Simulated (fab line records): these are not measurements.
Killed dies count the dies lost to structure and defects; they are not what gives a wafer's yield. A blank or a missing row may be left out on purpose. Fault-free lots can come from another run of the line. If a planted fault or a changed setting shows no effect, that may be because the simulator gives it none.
Struck lot and sound lot, side by side	flow nand_harc	15 steps out of a route of 1159
Sound: the wafers L268.1, L268.2, L268.6. Struck: wafer L263.4 (left out: L263.1, L263.6 of the same lot, which were not struck); the cause appears at the end.
For every step that has rows: the tool of each side, followed by ch and its chambers, followed by its first start. Under that, the readings that differ: sound wafers	struck wafers	difference of the means	sigmas: that difference in standard deviations of wafers without a fault.
alike: readings whose means differ by less than 2 such deviations, and words and numbers that are the same on both sides. not compared: withheld readings, readings that some wafer has no value for, bounds like >300 that may hide the same value, and numbers for which the record gives no deviation and whose values overlap.
A row with sigmas, a row that says differs or no value, or rows on one side alone: a step with any of these is where the two part. Numbers that don't overlap but have no deviation are shown without sigmas and don't part them. Lack of a reading on every wafer of one side parts them only where that side has two or more wafers.

first, 5 steps without rows for these wafers: NHARC_A_SGD_CUT_SOFTBAKE_04 (time 55 s); NHARC_A_SGD_CUT_EBR_05; NHARC_A_SGD_CUT_EXPOSE_06 (exposes mask SGD); NHARC_A_SGD_CUT_PEB_07 (peb time 65 s); NHARC_A_SGD_CUT_DEVELOP_08 (develop time 35 s).
NHARC_A_SGD_CUT_CD_MEAS_09: the cd target is 100 nm.
  sound on cd_sem-03 ch 0, day 17 00:20; struck on cd_sem-01 ch 0, day 15 16:07
  alike: cd_nm
NHARC_A_SGD_CUT_OVL_MEAS_10:
  struck on overlay-01, day 15 16:12; sound on overlay-01, day 17 00:25
  alike: overlay_x_nm, overlay_y_nm
NHARC_A_SGD_CUT_INSPECT_11:
  struck on defect_inspect-01, day 15 16:14; sound on defect_inspect-01, day 17 00:28
  alike: raw_defect_count
NHARC_A_SGD_CUT_DESCUM_14: chemistry O2, time 3 s.
  sound on rie_diel-08 ch 0,1,2, day 17 00:31; struck on rie_diel-09 ch 3, day 15 16:18
reading	sound	struck	difference	sigmas
showerhead_plenum_p_Torr (Torr)	1.77 2.03 1.81	2.05	+0.18	+2
  alike: drypump_motor_current_A, oes_product_au, rf_vpp_V, throttle_valve_pct
  not compared: rf_hours_counter_h
NHARC_A_SGD_CUT_ETCH_58: etches the open film in CF4, target depth 39 nm, time 65 s.
  sound on rie_diel-08 ch 0,1,2, day 17 00:38; struck on rie_diel-09 ch 3, day 15 16:23
reading	sound	struck	difference	sigmas
showerhead_plenum_p_Torr (Torr)	1.86 1.65 1.68	1.89	+0.16	+2
  alike: drypump_motor_current_A, oes_product_au, rf_vpp_V, throttle_valve_pct
  not compared: rf_hours_counter_h
NHARC_A_SGD_CUT_ETCH_59: etches the open film in N2/H2, target depth 260 nm, time 406.25 s.
  sound on rie_diel-08 ch 0,2; struck on rie_diel-09 ch 3
reading	sound	struck	difference	sigmas
oes_product_au (a.u.)	0.994 0.992 0.988	1.025	+0.034	+3
rf_vpp_V (V)	427.1 426.8 426.7	434.6	+7.7	+3
showerhead_plenum_p_Torr (Torr)	1.93 1.88 1.88	2.19	+0.29	+3
  alike: drypump_motor_current_A, throttle_valve_pct
  not compared: rf_hours_counter_h
NHARC_A_SGD_CUT_ETCH_15: etches the open film in CH3F/O2, target depth 75 nm, time 64.3 s.
  sound on rie_diel-08 ch 0,1; struck on rie_diel-09 ch 3
reading	sound	struck	difference	sigmas
oes_product_au (a.u.)	0.945 0.911 0.914	1.007	+0.084	+4
rf_vpp_V (V)	265.4 259.2 260.0	265.7	+4.2	+2
showerhead_plenum_p_Torr (Torr)	2.60 2.28 2.28	2.63	+0.24	+2
  alike: drypump_motor_current_A, throttle_valve_pct
  not compared: rf_hours_counter_h
NHARC_A_SGD_CUT_ETCH_16: etches the open film in C4F8/O2/Ar, target depth 310.5 nm, time 155.2 s.
  sound on rie_diel-08 ch 0,2, day 17 01:12; struck on rie_diel-09 ch 0, day 15 16:53
reading	sound	struck	difference	sigmas
oes_product_au (a.u.)	0.944 0.937 0.944	1.091	+0.149	+9
rf_vpp_V (V)	719 715 718	729	+12	+3
  not compared: rf_hours_counter_h
then, 1 step without rows for these wafers: NHARC_A_SGD_CUT_STRIP_60 (strips in C4F8/O2/Ar).
-- jump in the record: it breaks off in module A_SGD_CUT and resumes in module END (first step shown: number 1159 of the route), and 6 days separate the struck wafers' starts before and after --
NHARC_END_SORT_01:
  the record has rows for the struck wafers here (prober-02 ch 0, day 21 08:05) and none for the sound ones

WHERE THEY PART
At NHARC_A_SGD_CUT_DESCUM_14 first; at NHARC_END_SORT_01 last (within this record only).

WHY: what the simulator had put in
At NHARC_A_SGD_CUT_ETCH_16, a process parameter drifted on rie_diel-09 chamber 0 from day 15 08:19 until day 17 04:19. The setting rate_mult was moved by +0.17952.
